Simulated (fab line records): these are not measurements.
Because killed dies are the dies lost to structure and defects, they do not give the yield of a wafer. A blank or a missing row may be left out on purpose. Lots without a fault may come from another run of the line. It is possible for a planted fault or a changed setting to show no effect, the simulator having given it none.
Matching of chambers | flow nand-harc | rie-diel-03 running NHARC_P_M0_DESCUM_14: 4 sister chambers
The step chemistry O2, time 3 s. 8 wafers are shown with their chamber, then 7 later ones without.

WAFERS PAIRED WITH THEIR CHAMBERS
wafer  | chamber | showerhead-plenum-p-Torr (Torr) | drypump-motor-current-A (A)
L079.3 | 0       | 1.78                            | 6.0
L081.4 | 3       | 1.79                            | 5.7
L081.6 | 2       | 1.95                            | 6.1
L082.2 | 1       | 1.96                            | 5.8
L082.3 | 3       | 1.79                            | 5.7
L082.5 | 0       | 1.78                            | 6.0
L085.1 | 1       | 1.95                            | 5.7
L085.3 | 2       | 1.95                            | 6.1

WAFERS WHOSE CHAMBER IS MISSING
wafer  | showerhead-plenum-p-Torr (Torr) | drypump-motor-current-A (A)
L085.5 | 1.96                            | 5.7
L095.1 | 1.95                            | 5.8
L095.4 | 1.78                            | 5.7
L095.5 | 1.94                            | 6.0
L096.1 | 1.78                            | 6.0
L096.2 | 1.95                            | 5.7
L096.6 | 1.94                            | 6.0

THE CHAMBER EACH PASSED THROUGH
wafer  | from the rows above | in truth
L085.5 | 1                   | 1
L095.1 | 1                   | 1
L095.4 | 3                   | 3
L095.5 | 2                   | 2
L096.1 | 0                   | 0
L096.2 | 1                   | 1
L096.6 | 2                   | 2
Placed correctly: 7 of 7. Not placeable from these rows: 0. Wrongly placed: 0.
How it was worked out, from the rows above alone: a wafer's distance from a chamber is the root of the sum, over the readings, of the square of ((its reading less the chamber's mean) divided by the reading's scatter). If the next closest chamber is less than 2 further off than the closest, the wafer can't be placed; otherwise it belongs to the closest. The mean given for a chamber averages the wafers shown for that chamber. The scatter: take each reading less its chamber's mean, square it, sum over the shown wafers, divide by the number of wafers less the number of chambers, and take the root.
